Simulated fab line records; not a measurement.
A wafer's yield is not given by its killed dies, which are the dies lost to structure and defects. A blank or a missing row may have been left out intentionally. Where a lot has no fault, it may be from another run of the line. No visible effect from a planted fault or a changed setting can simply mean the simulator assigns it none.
Matching of chambers	flow nandHarc	NHARC_A_STAIRCASE_ETCH_253 on rieDiel-04: 4 sister chambers
The step etches the open film in C4F8/O2, target depth 50 nm, time 20.2 s. 8 wafers are shown with their chamber, then 7 later ones without.

WAFERS WITH THEIR CHAMBER
wafer	chamber	rfFwdPowerW (W)	rfVppV (V)
L078.3	3	583	889
L078.6	2	593	889
L077.3	3	585	887
L077.4	2	596	890
L082.3	1	588	895
L082.5	0	585	894
L086.1	0	583	892
L086.4	1	591	895

WAFERS WITHOUT THEIR CHAMBER
wafer	rfFwdPowerW (W)	rfVppV (V)
L086.5	581	893
L096.4	591	889
L096.5	584	888
L096.6	584	891
L097.1	581	892
L097.2	588	895
L097.4	588	889

EACH ONE'S CHAMBER
wafer	from the rows above	in truth
L086.5	0	0
L096.4	can't be placed: 2 or 3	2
L096.5	3	3
L096.6	can't be placed: 0 or 3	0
L097.1	0	0
L097.2	1	1
L097.4	can't be placed: 3 or 2 or 0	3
4 of 7 placed correctly. Cannot be placed on the basis of these rows: 3; the candidates contain the true chamber in 3. Wrongly placed: 0.
How it was worked out, from the rows above alone: a wafer's distance from a chamber is the root of the sum, over the readings, of the square of ((its reading less the chamber's mean) divided by the reading's scatter). The wafer belongs to the nearest chamber; if the next one is less than 2 further off, it can't be placed. Each chamber's mean is taken over the wafers shown for it. The scatter: take each reading less its chamber's mean, square it, sum over the shown wafers, divide by the number of wafers less the number of chambers, and take the root.
